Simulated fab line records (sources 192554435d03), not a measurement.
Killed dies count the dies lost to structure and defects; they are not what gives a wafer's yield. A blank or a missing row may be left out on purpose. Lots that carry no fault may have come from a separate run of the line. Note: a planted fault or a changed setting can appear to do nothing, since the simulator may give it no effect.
Which tool did it? ; flow n5_finfet ; 72 wafers from 24 lots sampled at 6 of the route's 1938 steps

WHAT EACH GAUGE READ, for each wafer
No reading from a measuring or inspecting step in the record can be judged against a usual standard deviation.

TOOL THAT RAN EACH LOT (tool first, then ch and the chambers of the sampled wafers, then the start)
lot;N5_BEOL_M1_SPUTTER_81;N5_BEOL_M1_ANNEAL_91;N5_BEOL_M1_SPUTTER_94;N5_BEOL_M1_DEP_57;N5_BEOL_M2_ILD_DEP_00;N5_BEOL_M2_STRIP_66
L074;pvd_sputter-01, day 6 09:53;pvd_sputter-01, day 6 10:37;pvd_sputter-01, day 6 10:59;pecvd-02 ch 0,1,2, day 6 12:12;pecvd-01 ch 0,1,2, day 6 12:20;rie_diel-06 ch 1,2, day 6 14:19
L075;pvd_sputter-02, day 6 22:50;pvd_sputter-02, day 6 23:35;pvd_sputter-02, day 6 23:56;pecvd-01 ch 0,1, day 7 01:08;pecvd-03 ch 0,1,2, day 7 01:16;rie_diel-01 ch 0,2,3, day 7 02:17
L076;pvd_sputter-03, day 7 02:14;pvd_sputter-03, day 7 02:59;pvd_sputter-03, day 7 03:20;pecvd-03 ch 0,2, day 7 04:32;pecvd-01 ch 0,1,2, day 7 04:40;rie_diel-06 ch 0,2,3, day 7 05:38
L077;pvd_sputter-02, day 7 02:17;pvd_sputter-02, day 7 03:01;pvd_sputter-02, day 7 03:23;pecvd-01 ch 0,1,2, day 7 04:51;pecvd-01 ch 0,1,2, day 7 04:59;rie_diel-01 ch 2,3, day 7 06:47
L078;pvd_sputter-03, day 7 14:58;pvd_sputter-03, day 7 15:43;pvd_sputter-03, day 7 16:04;pecvd-01 ch 0,1,2, day 7 17:16;pecvd-04 ch 1,2, day 7 17:24;rie_diel-01 ch 0,1,3, day 7 19:39
L079;pvd_sputter-01, day 7 17:17;pvd_sputter-01, day 7 18:01;pvd_sputter-01, day 7 18:23;pecvd-02 ch 0,2, day 7 19:35;pecvd-01 ch 0,2, day 7 19:43;rie_diel-06 ch 2,3, day 7 20:36
L080;pvd_sputter-02, day 7 22:02;pvd_sputter-02, day 7 22:46;pvd_sputter-02, day 7 23:08;pecvd-01 ch 0,1,2, day 8 00:20;pecvd-03 ch 0,2, day 8 00:28;rie_diel-06 ch 0,1, day 8 02:06
L081;pvd_sputter-02, day 8 02:46;pvd_sputter-02, day 8 03:31;pvd_sputter-02, day 8 03:52;pecvd-03 ch 1,2, day 8 05:23;pecvd-01 ch 0,2, day 8 05:31;rie_diel-01 ch 0,1,3, day 8 07:00
L082;pvd_sputter-02, day 8 14:23;pvd_sputter-02, day 8 15:08;pvd_sputter-02, day 8 15:29;pecvd-01 ch 1,2, day 8 16:41;pecvd-03 ch 0,1,2, day 8 16:49;rie_diel-01 ch 1,2, day 8 18:24
L083;pvd_sputter-01, day 8 20:08;pvd_sputter-01, day 8 20:52;pvd_sputter-01, day 8 21:14;pecvd-02 ch 1,2, day 8 23:20;pecvd-03 ch 0,1,2, day 8 23:28;rie_diel-01 ch 0,2,3, day 9 01:05
L084;pvd_sputter-02, day 9 01:32;pvd_sputter-02, day 9 02:17;pvd_sputter-02, day 9 02:38;pecvd-03 ch 0,1, day 9 03:51;pecvd-04 ch 0,2, day 9 03:59;rie_diel-02 ch 0,1,2, day 9 05:00
L085;pvd_sputter-02, day 9 05:24;pvd_sputter-02, day 9 06:08;pvd_sputter-02, day 9 06:30;pecvd-03 ch 1,2, day 9 07:43;pecvd-01 ch 1,2, day 9 07:51;rie_diel-06 ch 2,3, day 9 08:56
L086;pvd_sputter-03, day 9 08:38;pvd_sputter-03, day 9 09:22;pvd_sputter-03, day 9 09:44;pecvd-02 ch 0,1,2, day 9 10:56;pecvd-03 ch 0,1, day 9 11:04;rie_diel-01 ch 0,1,2, day 9 13:22
L087;pvd_sputter-03, day 9 15:56;pvd_sputter-03, day 9 16:40;pvd_sputter-03, day 9 17:02;pecvd-02 ch 0,1, day 9 18:14;pecvd-03 ch 0,1, day 9 18:22;rie_diel-02 ch 0,2, day 9 21:37
L088;pvd_sputter-02, day 9 22:41;pvd_sputter-02, day 9 23:28;pvd_sputter-02, day 9 23:52;pecvd-02 ch 0,2, day 10 01:06;pecvd-03 ch 0,1,2, day 10 01:14;rie_diel-02 ch 0,2,3, day 10 02:51
L089;pvd_sputter-03, day 10 04:21;pvd_sputter-03, day 10 05:05;pvd_sputter-03, day 10 05:27;pecvd-03 ch 1,2, day 10 06:42;pecvd-01 ch 0,1, day 10 06:50;rie_diel-06 ch 0,1, day 10 10:11
L090;pvd_sputter-02, day 10 06:01;pvd_sputter-02, day 10 06:50;pvd_sputter-02, day 10 07:14;pecvd-03 ch 1,2, day 10 08:31;pecvd-04 ch 1,2, day 10 08:38;rie_diel-01 ch 2,3, day 10 11:13
L091;pvd_sputter-01, day 10 23:49;pvd_sputter-01, day 11 00:33;pvd_sputter-01, day 11 00:55;pecvd-03 ch 0,2, day 11 02:07;pecvd-04 ch 1,2, day 11 02:14;rie_diel-01 ch 1,2, day 11 03:40
L092;pvd_sputter-02, day 11 00:08;pvd_sputter-02, day 11 00:52;pvd_sputter-02, day 11 01:14;pecvd-01 ch 0,1, day 11 02:31;pecvd-04 ch 0,2, day 11 02:38;rie_diel-02 ch 1,2, day 11 03:56
L093;pvd_sputter-01, day 11 02:59;pvd_sputter-01, day 11 03:44;pvd_sputter-01, day 11 04:05;pecvd-01 ch 0,2, day 11 05:37;pecvd-04 ch 0,2, day 11 05:44;rie_diel-01 ch 1,2, day 11 08:05
L094;pvd_sputter-01, day 11 05:40;pvd_sputter-01, day 11 06:25;pvd_sputter-01, day 11 06:46;pecvd-01 ch 0,2, day 11 07:58;pecvd-03 ch 0,2, day 11 08:06;rie_diel-02 ch 1,2, day 11 09:28
L095;pvd_sputter-01, day 11 10:20;pvd_sputter-01, day 11 11:04;pvd_sputter-01, day 11 11:26;pecvd-03 ch 0,1, day 11 12:40;pecvd-04 ch 0,1,2, day 11 12:47;rie_diel-02 ch 0,1,2, day 11 15:25
L096;pvd_sputter-03, day 11 22:04;pvd_sputter-03, day 11 22:49;pvd_sputter-03, day 11 23:10;pecvd-01 ch 0,2, day 12 00:22;pecvd-03 ch 0,1,2, day 12 00:30;rie_diel-06 ch 0,2,3, day 12 02:49
L097;pvd_sputter-02, day 12 04:38;pvd_sputter-02, day 12 05:22;pvd_sputter-02, day 12 05:44;pecvd-01 ch 0,2, day 12 06:56;pecvd-03 ch 0,1,2, day 12 07:04;rie_diel-01 ch 0,3, day 12 09:34
- N5_BEOL_M1_SPUTTER_81: material Cu, target thk 4.5 nm, time 8.29 s.
- N5_BEOL_M1_ANNEAL_91: time 240 s.
- N5_BEOL_M1_SPUTTER_94: material Cu, target thk 4.5 nm, time 8.29 s.
- N5_BEOL_M1_DEP_57: deposits SiCN from 3MS/NH3, target thk 8 nm, time 14 s.
- N5_BEOL_M2_ILD_DEP_00: deposits SiOC from DEMS/O2, target thk 79 nm, time 15.3 s.
- N5_BEOL_M2_STRIP_66: strips in CF4.

WHAT THE TOOLS THEMSELVES READ (means of the sampled wafers that have a number; where no wafer has one, the mark that the record gives instead)
N5_BEOL_M1_SPUTTER_81. Usual: throttle_valve_pct at 29.6 %, with a standard deviation of 1.1.
lot;tool;throttle_valve_pct (%);flag
L074;pvd_sputter-01;29.6;
L075;pvd_sputter-02;29.3;
L076;pvd_sputter-03;29.8;
L077;pvd_sputter-02;29.9;
L078;pvd_sputter-03;30.6;
L079;pvd_sputter-01;27.9;
L080;pvd_sputter-02;29.6;
L081;pvd_sputter-02;29.5;
L082;pvd_sputter-02;29.8;
L083;pvd_sputter-01;29.3;
L084;pvd_sputter-02;29.4;
L085;pvd_sputter-02;29.5;
L086;pvd_sputter-03;30.1;
L087;pvd_sputter-03;30.0;
L088;pvd_sputter-02;29.2;
L089;pvd_sputter-03;30.8;
L090;pvd_sputter-02;29.8;
L091;pvd_sputter-01;28.3;
L092;pvd_sputter-02;29.7;
L093;pvd_sputter-01;28.5;
L094;pvd_sputter-01;29.8;
L095;pvd_sputter-01;28.4;
L096;pvd_sputter-03;30.9;
L097;pvd_sputter-02;30.0;

N5_BEOL_M1_ANNEAL_91. Usual: heater_power_w at 818 W, with a standard deviation of 68.
lot;tool;heater_power_w (W);flag
L074;pvd_sputter-01;883;
L075;pvd_sputter-02;836;
L076;pvd_sputter-03;730;
L077;pvd_sputter-02;812;
L078;pvd_sputter-03;799;
L079;pvd_sputter-01;800;
L080;pvd_sputter-02;852;
L081;pvd_sputter-02;817;
L082;pvd_sputter-02;830;
L083;pvd_sputter-01;819;
L084;pvd_sputter-02;842;
L085;pvd_sputter-02;838;
L086;pvd_sputter-03;781;
L087;pvd_sputter-03;836;
L088;pvd_sputter-02;876;
L089;pvd_sputter-03;746;
L090;pvd_sputter-02;820;
L091;pvd_sputter-01;817;
L092;pvd_sputter-02;852;
L093;pvd_sputter-01;876;
L094;pvd_sputter-01;754;
L095;pvd_sputter-01;887;
L096;pvd_sputter-03;748;
L097;pvd_sputter-02;807;

N5_BEOL_M1_SPUTTER_94. Usual: throttle_valve_pct at 29.6 %, with a standard deviation of 1.1.
lot;tool;throttle_valve_pct (%);flag
L074;pvd_sputter-01;29.5;
L075;pvd_sputter-02;29.4;
L076;pvd_sputter-03;29.9;
L077;pvd_sputter-02;29.8;
L078;pvd_sputter-03;30.6;
L079;pvd_sputter-01;28.1;
L080;pvd_sputter-02;29.7;
L081;pvd_sputter-02;29.6;
L082;pvd_sputter-02;29.9;
L083;pvd_sputter-01;29.4;
L084;pvd_sputter-02;29.4;
L085;pvd_sputter-02;29.5;
L086;pvd_sputter-03;30.0;
L087;pvd_sputter-03;30.0;
L088;pvd_sputter-02;29.0;
L089;pvd_sputter-03;30.8;
L090;pvd_sputter-02;29.9;
L091;pvd_sputter-01;28.3;
L092;pvd_sputter-02;29.6;
L093;pvd_sputter-01;28.8;
L094;pvd_sputter-01;29.6;
L095;pvd_sputter-01;28.4;
L096;pvd_sputter-03;30.7;
L097;pvd_sputter-02;30.1;

N5_BEOL_M1_DEP_57. Usual: showerhead_plenum_p_Torr 3.669 Torr, standard deviation 0.015; showerhead_vpp_V 883 V, standard deviation 34; throttle_valve_pct 9.3 %, standard deviation 0.61.
lot;tool;showerhead_plenum_p_Torr (Torr);showerhead_vpp_V (V);throttle_valve_pct (%);flag
L074;pecvd-02;3.655;912;9.0;
L075;pecvd-01;3.682;841;9.5;
L076;pecvd-03;3.660;894;9.7;
L077;pecvd-01;3.677;872;9.6;
L078;pecvd-01;3.680;871;9.5;
L079;pecvd-02;3.655;920;8.9;
L080;pecvd-01;3.681;872;9.7;
L081;pecvd-03;3.671;869;8.6;
L082;pecvd-01;3.670;886;9.4;
L083;pecvd-02;3.653;910;8.9;
L084;pecvd-03;3.665;891;9.6;
L085;pecvd-03;3.661;872;8.8;
L086;pecvd-02;3.662;914;9.1;
L087;pecvd-02;3.665;893;9.0;
L088;pecvd-02;3.655;928;8.9;
L089;pecvd-03;3.671;866;8.5;
L090;pecvd-03;3.663;884;8.6;
L091;pecvd-03;3.661;908;9.7;
L092;pecvd-01;3.689;865;10.0;
L093;pecvd-01;3.689;893;10.0;
L094;pecvd-01;3.680;903;9.7;
L095;pecvd-03;3.664;872;9.1;
L096;pecvd-01;3.687;902;9.8;
L097;pecvd-01;3.689;893;10.1;

N5_BEOL_M2_ILD_DEP_00. Usual: heater_power_w 452 W, standard deviation 82; showerhead_plenum_p_Torr 5.698 Torr, standard deviation 0.015; showerhead_vpp_V 1406 V, standard deviation 75; throttle_valve_pct 12.2 %, standard deviation 0.82.
lot;tool;heater_power_w (W);showerhead_plenum_p_Torr (Torr);showerhead_vpp_V (V);throttle_valve_pct (%);flag
L074;pecvd-01;406;5.706;1384;12.5;
L075;pecvd-03;418;5.700;1399;12.1;
L076;pecvd-01;441;5.712;1380;12.6;
L077;pecvd-01;388;5.703;1378;12.8;
L078;pecvd-04;544;5.698;1552;12.2;
L079;pecvd-01;436;5.722;1410;13.0;
L080;pecvd-03;468;5.682;1408;12.8;
L081;pecvd-01;391;5.720;1392;13.1;
L082;pecvd-03;434;5.693;1391;12.1;
L083;pecvd-03;479;5.704;1383;12.1;
L084;pecvd-04;416;5.695;1427;12.0;
L085;pecvd-01;437;5.704;1340;12.2;
L086;pecvd-03;386;5.688;1395;12.6;
L087;pecvd-03;398;5.697;1406;12.7;
L088;pecvd-03;436;5.697;1395;12.0;
L089;pecvd-01;441;5.707;1360;13.2;
L090;pecvd-04;469;5.687;1498;12.2;
L091;pecvd-04;584;5.689;1549;12.2;
L092;pecvd-04;459;5.693;1392;11.8;
L093;pecvd-04;389;5.689;1381;11.9;
L094;pecvd-03;539;5.685;1395;12.1;
L095;pecvd-04;482;5.690;1474;12.1;
L096;pecvd-03;429;5.699;1392;12.0;
L097;pecvd-03;463;5.697;1387;12.2;

N5_BEOL_M2_STRIP_66. Usual: drypump_motor_current_A 5.7 A, standard deviation 0.5; oes_product_au 0.80 a.u., standard deviation 0.071; rf_vpp_V 271.3 V, standard deviation 1.7; showerhead_plenum_p_Torr 1.80 Torr, standard deviation 0.062; throttle_valve_pct 13.57 %, standard deviation 0.2.
lot;tool;drypump_motor_current_A (A);oes_product_au (a.u.);rf_vpp_V (V);showerhead_plenum_p_Torr (Torr);throttle_valve_pct (%);flag
L074;rie_diel-06;6.2;0.84;271.0;1.79;13.56;
L075;rie_diel-01;6.0;0.76;270.9;1.75;13.76;
L076;rie_diel-06;5.3;0.89;272.9;1.89;13.40;
L077;rie_diel-01;6.1;0.75;270.6;1.76;13.76;
L078;rie_diel-01;5.7;0.75;270.1;1.75;13.75;
L079;rie_diel-06;5.3;0.86;272.8;1.88;13.43;
L080;rie_diel-06;5.7;0.86;272.7;1.85;13.46;
L081;rie_diel-01;5.7;0.74;270.4;1.75;13.76;
L082;rie_diel-01;6.0;0.86;270.7;1.78;13.52;
L083;rie_diel-01;6.1;0.82;269.2;1.74;13.60;
L084;rie_diel-02;5.7;0.81;272.5;1.84;13.35;
L085;rie_diel-06;5.2;0.84;272.5;1.88;13.45;
L086;rie_diel-01;5.9;0.76;270.5;1.76;13.74;
L087;rie_diel-02;5.8;0.81;272.2;1.84;13.30;
L088;rie_diel-02;5.4;0.81;271.8;1.81;13.45;
L089;rie_diel-06;5.7;0.83;272.3;1.84;13.51;
L090;rie_diel-01;6.1;0.86;270.7;1.76;13.43;
L091;rie_diel-01;5.6;0.75;270.6;1.78;13.73;
L092;rie_diel-02;5.7;0.79;272.3;1.86;13.43;
L093;rie_diel-01;6.0;0.81;270.6;1.77;13.56;
L094;rie_diel-02;5.7;0.78;272.5;1.86;13.43;
L095;rie_diel-02;5.7;0.79;271.8;1.84;13.40;
L096;rie_diel-06;5.3;0.82;273.0;1.88;13.49;
L097;rie_diel-01;5.8;0.85;271.1;1.80;13.52;

THE ANSWER, worked out from the rows above alone
Rule: a lot is off if the mean of its wafers that have a number lies more than 3 standard deviations from the usual mean. A lot without any number at a reading at which 4 lots or more have one is off too. All remaining lots with rows at the step are treated as sound. After the gauges, taken in route order, come the tools' own readings; for these a lot's mean is taken, as printed above. The first step at which some lot is off is used, and at that step the reading that is off furthest; a lot without a number counts as furthest.
No lot is off on any of the readings shown, so nothing can be concluded from this.

WHAT HAD BEEN PUT IN BY THE SIMULATOR
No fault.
